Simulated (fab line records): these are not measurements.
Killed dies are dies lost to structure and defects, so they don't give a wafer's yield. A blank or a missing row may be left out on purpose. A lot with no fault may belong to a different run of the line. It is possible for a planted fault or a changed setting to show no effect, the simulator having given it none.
Chamber matching ; flow nandHarc ; rieDiel-08 running NHARC_P_BONDPAD_STRIP_15: 4 sister chambers
The step strips in O2. 4 wafers are shown with their chamber, then 7 later ones without.

WAFERS, EACH WITH ITS CHAMBER
wafer;chamber;drypumpMotorCurrentA (A)
L231.1;1;6.34
L231.6;3;5.68
L241.1;2;5.96
L241.3;0;5.92

WAFERS WITH NO CHAMBER GIVEN
wafer;drypumpMotorCurrentA (A)
L241.4;5.65
L244.1;6.38
L244.3;5.99
L244.5;5.86
L246.1;5.96
L246.5;6.33
L246.6;5.86

WHICH CHAMBER EACH WENT THROUGH
wafer;from the rows above;in truth
L241.4;3;3
L244.1;1;1
L244.3;can't be placed: 2 or 0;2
L244.5;can't be placed: 0 or 2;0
L246.1;can't be placed: 2 or 0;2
L246.5;1;1
L246.6;can't be placed: 0 or 2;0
Correct placement for 3 of the 7. Not placeable from these rows: 4 (in 4, the candidates include the true chamber). Placed wrongly: 0.
How it was worked out, from the rows above alone: a wafer's distance from a chamber is the root of the sum, over the readings, of the square of ((its reading less the chamber's mean) divided by the reading's scatter). If the next closest chamber is less than 2 further off than the closest, the wafer can't be placed; otherwise it belongs to the closest. For every chamber, the mean is computed from those of its wafers that are shown. The scatter (one wafer shown for each chamber): square how far every hidden wafer sits from the nearest shown wafer, average those squares and take the square root.
